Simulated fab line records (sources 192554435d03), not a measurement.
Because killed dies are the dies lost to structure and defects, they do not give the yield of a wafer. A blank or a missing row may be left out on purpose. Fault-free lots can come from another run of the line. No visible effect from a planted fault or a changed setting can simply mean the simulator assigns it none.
fab line records + flow n5Finfet
record:
- lots: 4
- wafers: 12
- lastDay: 17
route steps=1938 shown HKMG_FIN@433 GATE_CUT@465 BEOL_M4@1111 PASSIVATION@1936
lots that met no fault: from a run of the same line without faults
startH: start of the lot's first displayed wafer, in hours after the record's first day + waitH: how many hours have passed since the lot's step before this one + " repeats the value in the row above + L1.1+2: several wafers, shown together as one row + - no value, or no start given + * or withheld: withheld + < > ~ a bound
route shown NAME@n: a module of which the file shows steps, and the number in the route of the first + usual: the fault-free wafers' mean and standard deviation + same: alike in all rows + chamber/n: place in a boat + sites: readings site by site + _std_site: standard deviation of those values + _edge_site: the outer-site mean with the inner-site mean subtracted + radiusMm: how far each site lies from the wafer's centre + mask NAME#n: copy n + behind: the most recent tool/chamber to have shaped the wafer + hold: the reason the lot was held/the length of the hold in hours/how it ended + device: which transistor (n, p or np) failed to switch + end of line: the route-end tests of the same wafers + where a step has no rows: the recipe by itself + killed: at the first sort, the dies lost to defects and structure; wafer yield is something else + map: the dies of a wafer, with x for killed, . for not killed, _ for no die there
set.NAME: the setting the step ran with; set.NAME@STEP: the setting that earlier step ran with + model.NAME: the simulator's own value behind a step, which no gauge read
certain route steps with their lots: each step a table, each wafer a row
services: from which hour (startH, from the record's first day; less than 0 if before it) a tool's chamber was out of use, for how many hours, and why
== steps ==
step: N5_HKMG_FIN_DESCUM_17
recipe:
- chemistry: O2
- timeS: 7.9
- sourcePowerW: 50
- biasPowerW: 20
- pressureMtorr: 20
- rfFrequencyHz: 2.712e+07
- tempC: 40
- resist: CAR-ArF
- o2FlowSccm: 225
step: N5_HKMG_FIN_ETCH_31
recipe:
- chemistry: CF4
- target: SiARC
- targetDepthA: 455
- maskMaterial: CAR-ArF
- timeS: 75.8
- ionEnergyEv: 80
- pressureMtorr: 40
- sourceW: 545
- biasW: 36
- Ar_flow_sccm: 100
- cf4FlowSccm: 100
- ends: cleared
step: N5_HKMG_FIN_ETCH_32
recipe:
- chemistry: N2/H2
- target: SOC
- targetDepthA: 2400
- tempC: 40
- timeS: 300
- ionEnergyEv: 200
- maskMaterial: SiARC
- pressureMtorr: 30
- sourceW: 840
- biasW: 150
- n2FlowSccm: 200
- h2FlowSccm: 200
step: N5_HKMG_FIN_STRIP_33
recipe:
- chemistry: N2/H2
- tempC: 40
- n2FlowSccm: 200
- h2FlowSccm: 200
- rfFrequencyHz: 6e+07
step: N5_HKMG_FIN_STRIP_34
recipe:
- chemistry: CF4
- resist: SiARC
- powerW: 300
- biasPowerW: 75
- pressureMtorr: 50
- cf4FlowSccm: 150
- rfFrequencyHz: 6e+07
step: N5_HKMG_FIN_ETCH_35
recipe:
- chemistry: N2/H2
- target: SOC
- targetDepthA: 2158
- ionEnergyEv: 65
- biasW: 5
- sourceW: 3000
- timeS: 243.4
- pressureMtorr: 30
- n2FlowSccm: 200
- h2FlowSccm: 200
step: N5_HKMG_FIN_STRIP_92
recipe:
- chemistry: N2/H2
- material: SOC
- timeS: 20
- powerW: 500
- tempC: 40
- pressureMtorr: 50
- rfFrequencyHz: 6e+07
- biasPowerW: 8
- h2Frac: 0.5
- n2FlowSccm: 300
- h2FlowSccm: 300
step: N5_HKMG_FIN_WET_ETCH_18
recipe:
- chemistry: SC1
- target: TiN
- mix: 1:1:5
- tempC: *
- timeS: 55
- targetDepthNm: 5.2
- dry: ipaMarangoni
- rinseTimeS: 30
- rinseTempC: 23
step: N5_HKMG_FIN_STRIP_19
recipe:
- chemistry: N2/H2
- powerW: 2500
- tempC: 300
- h2Frac: 0.65
- timeS: 360
- pressureMtorr: withheld
- n2FlowSccm: 1750
- h2FlowSccm: 3250
step: N5_HKMG_FIN_ALD_91
recipe:
- material: TiN
- targetThkA: 10
- tempC: 400
- aldPrecursorFamily: TiCl4
- aldCoReactant: NH3
- pulseTimeS: 1
- purgeTimeS: 3
- coReactantPurgeTimeS: 2
- coReactantPulseTimeS: 2
- aldCycles: 47
- pressureTorr: 3
usual:
- aldCycles: 47/0
- chamberPressureTorr: 3.000/0.0083
- heaterPowerW: 875/89
- precursorPulseHeightRel: 1.000/0.018
| lot.wafer | tool        | chamber | startH | waitH | aldCycles | chamberPressureTorr | heaterPowerW | precursorPulseHeightRel |
|-----------|-------------|---------|--------|-------|-----------|---------------------|--------------|-------------------------|
| L613.1    | aldMetal-02 | 3       | 89.31  | 0.3   | 47        | 3.002               | 854          | 0.965                   |
| L613.4    | "           | 0       | "      | "     | 47        | 3.005               | 912          | 1.010                   |
| L613.5    | "           | 3       | "      | "     | 47        | 3.004               | 857          | 0.983                   |
| L615.1    | aldMetal-01 | 0       | 95.25  | 0.3   | -         | -                   | -            | -                       |
| L615.3    | "           | 2       | "      | "     | -         | -                   | -            | -                       |
| L615.4    | "           | 1       | "      | "     | -         | -                   | -            | -                       |
| L616.2    | aldMetal-02 | 2       | 100.73 | 0.3   | -         | -                   | -            | -                       |
| L616.3    | "           | 1       | "      | "     | -         | -                   | -            | -                       |
| L616.5    | "           | 2       | "      | "     | -         | -                   | -            | -                       |
| L625.2    | aldMetal-03 | 3       | 154.44 | 0.3   | 47        | 2.997               | 757          | 0.999                   |
| L625.3    | "           | 1       | "      | "     | 47        | 2.996               | 774          | 0.990                   |
| L625.5    | "           | 1       | "      | "     | 47        | 2.984               | 759          | 0.985                   |
step: N5_HKMG_FIN_COAT_85
recipe:
- resist: SOC
- tempC: 250
- timeS: 60
- spinRpm: 1500
- resistThkNm: 300
step: N5_HKMG_FIN_ETCH_86
recipe:
- chemistry: N2/H2
- target: SOC
- targetDepthA: 3932
- stopOn: TiN
- ionEnergyEv: 100
- biasW: 61
- pressureMtorr: 30
- sourceW: 850
- n2FlowSccm: 200
- h2FlowSccm: 200
step: N5_HKMG_FIN_STRIP_89
recipe:
- chemistry: N2/H2
- material: SOC
- timeS: 20
- powerW: 500
- tempC: 40
- pressureMtorr: 50
- rfFrequencyHz: 6e+07
- biasPowerW: 8
- h2Frac: 0.5
- n2FlowSccm: 300
- h2FlowSccm: 300
step: N5_HKMG_FIN_WET_ETCH_87
recipe:
- chemistry: SC1
- target: TiN
- mix: 1:2:40
- tempC: 50
- timeS: 154.2
- targetDepthNm: 4.7
- dry: ipaMarangoni
- rinseTimeS: 30
- rinseTempC: 23
step: N5_HKMG_FIN_STRIP_88
recipe:
- chemistry: N2/H2
- powerW: 2500
- tempC: 300
- h2Frac: 0.65
- timeS: 360
- pressureMtorr: withheld
- n2FlowSccm: 1750
- h2FlowSccm: 3250
step: N5_HKMG_FIN_NWFM_ALD_20
recipe:
- material: TiAlC
- targetThkA: 20
- tempC: 300
- aldPrecursorFamily: TiCl4
- aldCoReactant: TEA
- pulseTimeS: 3
- purgeTimeS: 2
- coReactantPurgeTimeS: 2
- coReactantPulseTimeS: 10
- aldCycles: 7
- pressureTorr: 3
step: N5_HKMG_FIN_ALD_71
recipe:
- material: TiN
- targetThkA: 10
- tempC: 400
- aldPrecursorFamily: TiCl4
- aldCoReactant: NH3
- pulseTimeS: 1
- purgeTimeS: 3
- coReactantPurgeTimeS: 2
- coReactantPulseTimeS: 2
- aldCycles: 47
- pressureTorr: 3
step: N5_HKMG_FIN_COAT_66
recipe:
- resist: SOC
- tempC: 250
- timeS: 60
- spinRpm: 1500
- resistThkNm: 300
step: N5_HKMG_FIN_ETCH_67
recipe:
- chemistry: N2/H2
- target: SOC
- targetDepthA: 3889
- stopOn: TiN
- ionEnergyEv: 100
- biasW: 61
- pressureMtorr: 30
- sourceW: 850
- n2FlowSccm: 200
- h2FlowSccm: 200
step: N5_HKMG_FIN_STRIP_90
recipe:
- chemistry: N2/H2
- material: SOC
- timeS: 20
- powerW: 500
- tempC: 40
- pressureMtorr: 50
- rfFrequencyHz: 6e+07
- biasPowerW: 8
- h2Frac: 0.5
- n2FlowSccm: 300
- h2FlowSccm: 300
step: N5_HKMG_FIN_WET_ETCH_73
recipe:
- chemistry: SC1
- mix: 1:2:40
- tempC: 50
- timeS: 42.3
- targetDepthNm: 1.3
- dry: ipaMarangoni
- rinseTimeS: 30
- rinseTempC: 23
step: N5_HKMG_FIN_ETCHBACK_68
recipe:
- chemistry: Cl2/Ar
- stopOn: HfO2
- targetDepthA: 5
- pressureMtorr: 10
- icpW: 600
- biasW: 60
- Cl2_flow_sccm: 40
- Ar_flow_sccm: 60
step: N5_HKMG_FIN_STRIP_69
recipe:
- chemistry: N2/H2
- powerW: 2500
- tempC: 300
- h2Frac: 0.65
- timeS: 360
- pressureMtorr: withheld
- n2FlowSccm: 1750
- h2FlowSccm: 3250
step: N5_HKMG_FIN_ALD_21
recipe:
- material: TiN
- targetThkA: 15
- tempC: 400
- aldPrecursorFamily: TiCl4
- aldCoReactant: NH3
- pulseTimeS: 1
- purgeTimeS: 3
- coReactantPurgeTimeS: 2
- coReactantPulseTimeS: 2
- aldCycles: 68
- pressureTorr: 3
step: N5_HKMG_FIN_ALD_72
recipe:
- material: W
- targetThkA: 20
- tempC: 300
- pressureTorr: 7.5
- aldPrecursorFamily: WF6
- aldCoReactant: B2H6
- pulseTimeS: 1
- purgeTimeS: 2
- coReactantPurgeTimeS: 2
- coReactantPulseTimeS: 3
- aldCycles: 7
step: N5_HKMG_FIN_W_FILL_22
recipe:
- material: W
- targetThkA: 600
- tempC: 400
- pressureTorr: 39.4
- timeS: 18.2
step: N5_HKMG_FIN_PRECLEAN_83
recipe:
- chemistry: DIW
- timeS: 57.5
- tempC: 23
step: N5_HKMG_FIN_SRD_84
recipe:
- dryTimeS: 32
- dry: n2Spin
- spinRpm: 1500
step: N5_HKMG_FIN_CMP_23
recipe:
- stopOn: SiNx
- tOverpolishS: 10
- postCmpClean: rinseOnly
- downForcePsi: 4
- platenRpm: 50.289
- padVelocityMS: 1.0006
- targetThkNm: 46.326
step: N5_HKMG_FIN_CMP_94
recipe:
- stopOn: SiNx
- postCmpClean: wDiluteNh4oh
- tOverpolishS: 4.7
- downForcePsi: 4
- platenRpm: 50.289
- padVelocityMS: 1.0006
- targetThkNm: 43.299
step: N5_GATE_CUT_ETCHBACK_00
recipe:
- chemistry: SF6/Cl2
- target: W
- pressureMtorr: 8
- icpW: 900
- biasW: 80
- SF6_flow_sccm: 40
- Cl2_flow_sccm: 60
step: N5_GATE_CUT_ETCH_56
recipe:
- chemistry: Cl2/Ar
- target: TiN
- targetDepthA: 216
- pressureMtorr: 10
- icpW: 600
- biasW: 60
- Cl2_flow_sccm: 40
- Ar_flow_sccm: 60
step: N5_GATE_CUT_ETCHBACK_30
recipe:
- chemistry: Cl2/Ar
- target: TiN
- targetDepthA: 30
- mode: isotropic
- pressureMtorr: 10
- icpW: 600
- biasW: 60
- Cl2_flow_sccm: 40
- Ar_flow_sccm: 60
step: N5_GATE_CUT_VAPOR_ETCH_60
recipe:
- chemistry: BCl3/Cl2
- target: HfO2
- mode: isotropic
step: N5_GATE_CUT_ETCH_58
recipe:
- chemistry: CH3F/O2
- target: SiNx
- targetDepthA: 170
- timeS: 128.6
- ionEnergyEv: 50
- pressureMtorr: 30
- sourceW: 415
- biasW: 21
- Ar_flow_sccm: 150
- CH3F_flow_sccm: 30
- O2_flow_sccm: 20
step: N5_GATE_CUT_STRIP_59
recipe:
- chemistry: N2/H2
- timeS: 20
- powerW: 100
- tempC: 40
- pressureMtorr: 100
- rfFrequencyHz: 6e+07
- biasPowerW: 3
- n2FlowSccm: 300
- h2FlowSccm: 300
step: N5_GATE_CUT_PRECLEAN_31
recipe:
- tempC: 23
- chemistry: DIW
- timeS: 300
step: N5_BEOL_M4_RC_MEAS_101
usual:
- DIBL_N: 36.6/1.3
- DIBL_P: 36.4/1.4
- IGATE_N: 0.0128/0.0018
- IOFF_N: 0.167/0.023
- IOFF_N_85C: 3.3/0.38
- IOFF_N_LIN: 0.077/0.0087
- IOFF_N_LONG: 5.62e-05/2.4e-06
- IOFF_P: 0.219/0.029
- IOFF_P_85C: 3.8/0.42
- IOFF_P_LIN: 0.104/0.012
- IOFF_P_LONG: 0.000108/9.9e-06
- ION_N: 678/8.7
- ION_P: 464/6.4
- SS_N: 71.5/0.53
- SS_P: 73.4/0.57
- VT_N: 248.5/2.8
- VT_N_LONG: 274.1/1.9
- VT_N_LVT: 98.6/2.8
- VT_P: -249/3.1
- VT_P_LONG: -275/3.3
- VT_P_LVT: -99.0/2.7
| lot.wafer | tool      | chamber | startH | waitH | DIBL_N[mV/V] | DIBL_P[mV/V] | IGATE_N[nA/um] | IOFF_N[nA/um] | IOFF_N_85C[nA/um] | IOFF_N_LIN[nA/um] | IOFF_N_LONG[nA/um] | IOFF_P[nA/um] | IOFF_P_85C[nA/um] | IOFF_P_LIN[nA/um] | IOFF_P_LONG[nA/um] | ION_N[uA/um] | ION_P[uA/um] | SS_N[mV/dec] | SS_P[mV/dec] | VT_N[mV] | VT_N_LONG[mV] | VT_N_LVT[mV] | VT_P[mV] | VT_P_LONG[mV] | VT_P_LVT[mV] |
|-----------|-----------|---------|--------|-------|--------------|--------------|----------------|---------------|-------------------|-------------------|--------------------|---------------|-------------------|-------------------|--------------------|--------------|--------------|--------------|--------------|----------|---------------|--------------|----------|---------------|--------------|
| L615.1    | prober-02 | 0       | 193.10 | 0.0   | 38.4         | 37.2         | 0.0855         | 31.850        | 264.3             | 13.901            | 0.0080008          | 0.053         | 1.2               | 0.025             | 5.8e-05            | 971          | 401          | 72.3         | 74.5         | 99.8     | 129.6         | -46.7        | -289     | -312          | -141.7       |
| L615.3    | "         | 0       | "      | "     | 37.4         | 36.8         | 0.0839         | 29.977        | 250.9             | 13.324            | 0.007926           | 0.052         | 1.1               | 0.024             | 5.8e-05            | 958          | 401          | 72.0         | 73.6         | 103.0    | 129.2         | -45.9        | -290     | -314          | -140.1       |
| L615.4    | "         | 0       | "      | "     | 37.6         | 36.5         | 0.0795         | 30.443        | 256.0             | 13.452            | 0.0080878          | 0.054         | 1.2               | 0.025             | 5.7e-05            | 970          | 403          | 72.0         | 74.0         | 100.6    | 130.0         | -47.2        | -288     | -315          | -141.5       |
| L613.1    | prober-01 | 0       | 198.19 | 0.0   | 38.5         | 37.0         | 0.0162         | 0.201         | 3.7               | 0.088             | 5.87e-05           | 0.252         | 4.2               | 0.114             | 0.000107           | 683          | 467          | 70.7         | 74.1         | 245.5    | 272.9         | 94.3         | -250     | -275          | -97.2        |
| L613.4    | "         | 0       | "      | "     | 37.8         | 36.0         | 0.0165         | 0.178         | 3.4               | 0.081             | 5.93e-05           | 0.226         | 3.9               | 0.106             | 0.000106           | 685          | 471          | 71.1         | 73.1         | 247.7    | 270.5         | 96.3         | -250     | -275          | -97.0        |
| L613.5    | "         | 0       | "      | "     | 37.7         | 36.6         | 0.0164         | 0.184         | 3.5               | 0.082             | 5.97e-05           | 0.242         | 4.1               | 0.112             | 0.000111           | 685          | 473          | 71.5         | 74.0         | 246.7    | 272.7         | 95.3         | -246     | -275          | -96.5        |
| L616.2    | prober-02 | 0       | 203.08 | 0.2   | 37.2         | 35.2         | 0.1063         | 23.818        | 209.1             | 11.448            | 0.008246           | 0.045         | 1.0               | 0.022             | 5.6e-05            | 962          | 404          | 71.2         | 73.6         | 104.8    | 128.9         | -47.2        | -293     | -312          | -138.6       |
| L616.3    | "         | 0       | "      | "     | 38.1         | 36.9         | 0.0873         | 27.712        | 240.3             | 12.801            | 0.0082806          | 0.054         | 1.2               | 0.026             | 5.4e-05            | 969          | 410          | 72.0         | 73.5         | 102.1    | 129.5         | -49.1        | -290     | -312          | -137.1       |
| L616.5    | "         | 0       | "      | "     | 35.7         | 33.5         | 0.1231         | 20.457        | 186.3             | 9.993             | 0.0083019          | 0.040         | 0.9               | 0.020             | 5e-05              | 958          | 400          | 71.4         | 71.7         | 106.7    | 128.6         | -45.2        | -294     | -311          | -141.1       |
| L625.2    | prober-01 | 0       | 305.21 | 0.2   | 35.7         | 36.6         | 0.0101         | 0.159         | 3.1               | 0.072             | 5.24e-05           | 0.191         | 3.3               | 0.089             | 9.3e-05            | 667          | 450          | 71.9         | 73.6         | 249.2    | 275.0         | 98.7         | -252     | -279          | -101.5       |
| L625.3    | "         | 0       | "      | "     | 36.3         | 38.4         | 0.0111         | 0.188         | 3.6               | 0.084             | 5.23e-05           | 0.209         | 3.6               | 0.095             | 9e-05              | 673          | 454          | 72.4         | 74.0         | 247.2    | 276.0         | 94.7         | -252     | -279          | -101.5       |
| L625.5    | "         | 0       | "      | "     | 36.1         | 37.4         | 0.0094         | 0.176         | 3.4               | 0.079             | 5.31e-05           | 0.202         | 3.5               | 0.092             | 9.2e-05            | 665          | 452          | 72.1         | 73.8         | 249.8    | 275.0         | 96.0         | -252     | -280          | -102.3       |
step: N5_PASSIVATION_PROBE_49
usual:
- defectLimitedYield: 91.6/1.6
- killed_at_M0_to_M3: 32/9.7
- killed_at_M4_up: 13/4.4
- killedAtContacts: 12/6.5
- killedAtFrontEnd: 38/12
- killedAtOther: 3.7/3
- killedDies: 99/18
- killedOpen: 66/14
- killedShort: 32/7.5
- sort_bin_4_leakage: 0/0
- sort_bin_5_function: 4.9/1
- sort_bin_6_memory: 3.2/0.73
- sortNPass: 1081/18
- sortYieldPct: 91.6/1.6
same:
- grossDies: 1180
- killedAtBackSide: 0
- sort_bin_8_speed[%]: 0
| lot.wafer | tool      | chamber | startH | waitH | defectLimitedYield[%] | killed_at_M0_to_M3 | killed_at_M4_up | killedAtContacts | killedAtFrontEnd | killedAtOther | killedDies | killedOpen | killedShort | sort_bin_4_leakage[%] | sort_bin_5_function[%] | sort_bin_6_memory[%] | sortNPass | sortYieldPct[%] |
|-----------|-----------|---------|--------|-------|-----------------------|--------------------|-----------------|------------------|------------------|---------------|------------|------------|-------------|-----------------------|------------------------|----------------------|-----------|-----------------|
| L615.1    | prober-02 | -       | 299.74 | 0.0   | 92.6                  | 35                 | 9               | 18               | 23               | 2             | 87         | 53         | 33          | 92.63                 | 4.7                    | 2.5                  | 0         | 0               |
| L615.3    | prober-02 | -       | 299.84 | 0.1   | 93.2                  | 27                 | 9               | 18               | 23               | 3             | 80         | 54         | 26          | 93.22                 | 3.9                    | 2.2                  | 0         | 0               |
| L615.4    | prober-02 | -       | 299.89 | 0.2   | 92.9                  | 32                 | 10              | 18               | 22               | 2             | 84         | 53         | 31          | 92.88                 | 4.6                    | 2.1                  | 0         | 0               |
| L613.1    | prober-02 | -       | 309.32 | 0.0   | 90.4                  | 34                 | 13              | 25               | 35               | 6             | 113        | 71         | 42          | 0                     | 5.8                    | 3.4                  | 1067      | 90.4            |
| L613.4    | prober-02 | -       | 309.47 | 0.2   | 91.6                  | 20                 | 15              | 16               | 35               | 13            | 99         | 59         | 40          | 0                     | 4.2                    | 3.9                  | 1081      | 91.6            |
| L613.5    | prober-02 | -       | 309.52 | 0.2   | 91.3                  | 35                 | 10              | 9                | 39               | 10            | 103        | 58         | 45          | 0                     | 4.7                    | 3.7                  | 1077      | 91.3            |
| L616.2    | prober-02 | -       | 319.30 | 0.1   | 92.4                  | 24                 | 15              | 27               | 21               | 3             | 90         | 65         | 25          | 92.37                 | 4.3                    | 3.0                  | 0         | 0               |
| L616.3    | prober-02 | -       | 319.35 | 0.1   | 94.5                  | 20                 | 6               | 9                | 29               | 1             | 65         | 46         | 19          | 94.49                 | 3.4                    | 1.9                  | 0         | 0               |
| L616.5    | prober-02 | -       | 319.45 | 0.2   | 91.9                  | 20                 | 14              | 28               | 32               | 2             | 96         | 65         | 30          | 91.86                 | 5.2                    | 2.7                  | 0         | 0               |
| L625.2    | prober-01 | -       | 418.75 | 0.1   | 93.8                  | 18                 | 12              | 8                | 30               | 5             | 73         | 43         | 30          | 0                     | 3.6                    | 2.2                  | 1107      | 93.8            |
| L625.3    | prober-01 | -       | 418.80 | 0.1   | 90.8                  | 35                 | 15              | 9                | 48               | 2             | 109        | 68         | 41          | 0                     | 5.5                    | 3.5                  | 1071      | 90.8            |
| L625.5    | prober-01 | -       | 418.90 | 0.2   | 91.7                  | 22                 | 6               | 9                | 58               | 3             | 98         | 56         | 42          | 0                     | 5.1                    | 3.0                  | 1082      | 91.7            |
killed by level:class
L615.1 MOL_CONTACT_COAG:geometricParticle:open=14 GATE_CUT:geometricParticle:short=6 BEOL_M0_SAQP:geometricParticle:short=6 BEOL_M0_SAQP:geometricParticle:open=6 FIN_SAQP:geometricParticle:open=4 DUMMY_GATE:geometricParticle:open=4 MOL_CONTACT_COAG:geometricParticle:short=4 BEOL_M0:geometricParticle:open=4
L615.3 MOL_CONTACT_COAG:geometricParticle:open=16 BEOL_M3:geometricParticle:open=7 BEOL_M0:geometricParticle:open=5 GATE_CUT:geometricParticle:short=4 FIN_SAQP:geometricParticle:open=3 FIN_SAQP:geometricParticle:short=3 STI_FIN_REVEAL:geometricParticle:open=3 GATE_CUT:geometricParticle:open=3
L615.4 MOL_CONTACT_COAG:geometricParticle:open=15 BEOL_M0_SAQP:geometricParticle:short=10 BEOL_M2:geometricParticle:open=7 FIN_SAQP:geometricParticle:open=5 GATE_CUT:geometricParticle:open=4 BEOL_M0:geometricParticle:short=4 GATE_CUT:geometricParticle:short=3 MOL_CONTACT_COAG:geometricParticle:short=3
L613.1 MOL_CONTACT_COAG:geometricParticle:open=21 BEOL_M0_SAQP:geometricParticle:short=9 BEOL_M4:geometricParticle:open=9 BEOL_M1:geometricParticle:open=7 STI_FIN_REVEAL:geometricParticle:open=6 GATE_CUT:geometricParticle:short=6 ILD0:geometricParticle:short=4 MOL_CONTACT_COAG:geometricParticle:short=4
L613.4 MOL_CONTACT_COAG:geometricParticle:open=12 GATE_CUT:geometricParticle:short=7 STI_FIN_REVEAL:geometricParticle:open=6 BEOL_M1:geometricParticle:open=6 BEOL_M4:geometricParticle:open=5 MIM_TOP_ETCH:geometricParticle:open=5 MIM_TOP_ETCH:geometricParticle:short=5 ILD0:geometricParticle:short=4
L613.5 BEOL_M0_SAQP:geometricParticle:open=10 BEOL_M0_SAQP:geometricParticle:short=10 FIN_SAQP:geometricParticle:short=9 BEOL_M4:geometricParticle:open=7 STI_FIN_REVEAL:geometricParticle:open=6 GATE_CUT:geometricParticle:short=6 MOL_CONTACT_COAG:geometricParticle:open=6 DUMMY_GATE:geometricParticle:open=5
L616.2 MOL_CONTACT_COAG:geometricParticle:open=24 BEOL_M4:geometricParticle:open=8 STI_FIN_REVEAL:geometricParticle:open=7 BEOL_M0_SAQP:geometricParticle:short=6 BEOL_M0_SAQP:geometricParticle:open=5 BEOL_M1:geometricParticle:open=4 DUMMY_GATE:geometricParticle:short=3 MOL_CONTACT_COAG:geometricParticle:short=3
L616.3 MOL_CONTACT_COAG:geometricParticle:open=8 STI_FIN_REVEAL:geometricParticle:open=6 DUMMY_GATE:geometricParticle:open=6 FIN_SAQP:geometricParticle:open=5 FIN_SAQP:geometricParticle:short=4 BEOL_M0_SAQP:geometricParticle:open=4 BEOL_M0_SAQP:geometricParticle:short=4 BEOL_M1:geometricParticle:open=4
L616.5 MOL_CONTACT_COAG:geometricParticle:open=20 MOL_CONTACT_COAG:geometricParticle:short=8 BEOL_M4:geometricParticle:open=6 FIN_SAQP:geometricParticle:open=5 ILD0:geometricParticle:open=5 STI_FIN_REVEAL:geometricParticle:open=4 BEOL_M0_SAQP:geometricParticle:short=4 BEOL_M2:geometricParticle:open=4
L625.2 GATE_CUT:geometricParticle:short=7 FIN_SAQP:geometricParticle:short=6 FIN_SAQP:geometricParticle:open=6 MOL_CONTACT_COAG:geometricParticle:open=5 BEOL_M2:geometricParticle:open=5 STI_FIN_REVEAL:geometricParticle:open=4 BEOL_M3:geometricParticle:open=4 BEOL_M5:geometricParticle:open=4
L625.3 BEOL_M2:geometricParticle:open=14 GATE_CUT:geometricParticle:short=12 FIN_SAQP:geometricParticle:short=10 STI_FIN_REVEAL:geometricParticle:open=10 MOL_CONTACT_COAG:geometricParticle:open=8 BEOL_M0_SAQP:geometricParticle:open=8 BEOL_M3:geometricParticle:open=6 FIN_SAQP:geometricParticle:open=5
L625.5 FIN_SAQP:geometricParticle:short=10 STI_FIN_REVEAL:geometricParticle:open=10 FIN_SAQP:geometricParticle:open=8 GATE_CUT:geometricParticle:short=8 BEOL_M2:geometricParticle:open=7 MOL_CONTACT_COAG:geometricParticle:open=6 STI_FIN_REVEAL:geometricParticle:short=5 DUMMY_GATE:geometricParticle:open=4
map L615.1 (x killed, . not)
_________________............________________
______________.....x.....x.x..x._____________
___________x............x.....x...x__________
__________.....x.x........x........._________
________.............................._______
_______........x.....x....x............______
______..................x..........x...._____
_____.............x...x....x.......x.....____
____x...............x..x..................___
___.....x.x................................__
___.....................x....x.......x.....__
__.........................................x_
__x........x....x..........................._
_..........x....x............x...x...x.......
_............x....................x..........
_.......x................x.........x.........
_.x.......x.....x..x.....x...............x...
_.........x....x..........x..x...x...........
_................................x.......x..x
_.................................x........x.
_.x.......................x...............x..
__........x.....xx.x........................_
__.x...........x...........x................_
___............................x...........__
___.......x................................__
____.x....x.x..................x..........___
_____.x..........x.......................____
______......x....x......................_____
_______.............................x..______
________.........x...................._______
__________..............x....x......_________
___________...........x....x.......__________
______________........x.x.....x._____________
_________________............________________
map L616.5 (x killed, . not)
_________________............________________
______________......x..........._____________
___________........................__________
__________.......................x.._________
________x......x......................_______
_______...........x....................______
______x............x...............x...._____
_____..x...x....x..........x...........x.____
____..................x...x..............x___
___...............x......................x.__
___.....x.........x...................x....__
__..................x......................._
__....x...............x...x....xx...x......._
_.................x...x...............x...x..
_.............x........................xx....
_.xx........x.......x........................
_...........xx................x......x...x.x.
_...........x...........x......x....x.xx.....
_....xx...x.........x..x..........x.....x....
_...............................xx.....x..x..
_.......x...xx...............x.x.....x....x..
__......x..................................._
__...............x................x.....x..._
___...........x..................x.........__
___...........xx...........................__
____...............x....x..x..............___
_____..........x....x.............x....x.____
______.........x............xx.x........_____
_______x.x.............................______
________...............x...x.........._______
__________...x......................_________
___________........x...............__________
______________.................x_____________
_________________..x.........________________
== services ==
| tool        | chamber | startH | hours | kind   |
|-------------|---------|--------|-------|--------|
| aldMetal-01 | -       | 89.01  | 2.8   | pm     |
| aldMetal-01 | -       | 100.45 | 0.6   | repair |
| aldMetal-02 | 2       | 127.61 | 13.4  | repair |
| aldMetal-02 | 1       | 137.33 | 14.8  | repair |
== key ==
firstSign:
- step: N5_HKMG_FIN_ALD_91
- reading: toolRecord
- direction: missing
effect:
- step: N5_BEOL_M4_RC_MEAS_101
- reading: IOFF_N_LONG
- direction: up
- sigmas: 99+
- usual: 5.62e-05
- struck: 0.0081405
effect:
- step: N5_BEOL_M4_RC_MEAS_101
- reading: IOFF_N_LIN
- direction: up
- sigmas: 99+
- usual: 0.077
- struck: 12.487
effect:
- step: N5_BEOL_M4_RC_MEAS_101
- reading: IOFF_N
- direction: up
- sigmas: 99+
- usual: 0.167
- struck: 27.376
effect:
- step: N5_BEOL_M4_RC_MEAS_101
- reading: IOFF_N_85C
- direction: up
- sigmas: 99+
- usual: 3.3
- struck: 234.5
effect:
- step: N5_BEOL_M4_RC_MEAS_101
- reading: VT_N_LONG
- direction: down
- sigmas: 75
- usual: 274.1
- struck: 129.3
effect:
- step: N5_BEOL_M4_RC_MEAS_101
- reading: VT_N
- direction: down
- sigmas: 52
- usual: 248.5
- struck: 102.8
effect:
- step: N5_BEOL_M4_RC_MEAS_101
- reading: VT_N_LVT
- direction: down
- sigmas: 52
- usual: 98.6
- struck: -46.9
effect:
- step: N5_BEOL_M4_RC_MEAS_101
- reading: IGATE_N
- direction: up
- sigmas: 45
- usual: 0.0128
- struck: 0.0943
effect:
- step: N5_BEOL_M4_RC_MEAS_101
- reading: ION_N
- direction: up
- sigmas: 33
- usual: 678
- struck: 965
effect:
- step: N5_BEOL_M4_RC_MEAS_101
- reading: VT_P_LVT
- direction: down
- sigmas: 15
- usual: -99.0
- struck: -140.0
effect:
- step: N5_BEOL_M4_RC_MEAS_101
- reading: VT_P
- direction: down
- sigmas: 14
- usual: -249
- struck: -290
effect:
- step: N5_BEOL_M4_RC_MEAS_101
- reading: VT_P_LONG
- direction: down
- sigmas: 12
- usual: -275
- struck: -313
effect:
- step: N5_PASSIVATION_PROBE_49
- reading: sort_bin_4_leakage
- direction: up
- sigmas: 99+
- usual: 0
- struck: 92.91
metAt N5_HKMG_FIN_ALD_91
struckWafers L615.1,L615.3,L615.4,L616.2,L616.3,L616.5
onsetBetween 89.31 95.25
fault:
- kind: skippedStepWhole
- tool: aldMetal-01,aldMetal-02
- chamber: -
- onsetH: 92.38
- steps: N5_HKMG_FIN_ALD_91
- scope: struckLotsOnly
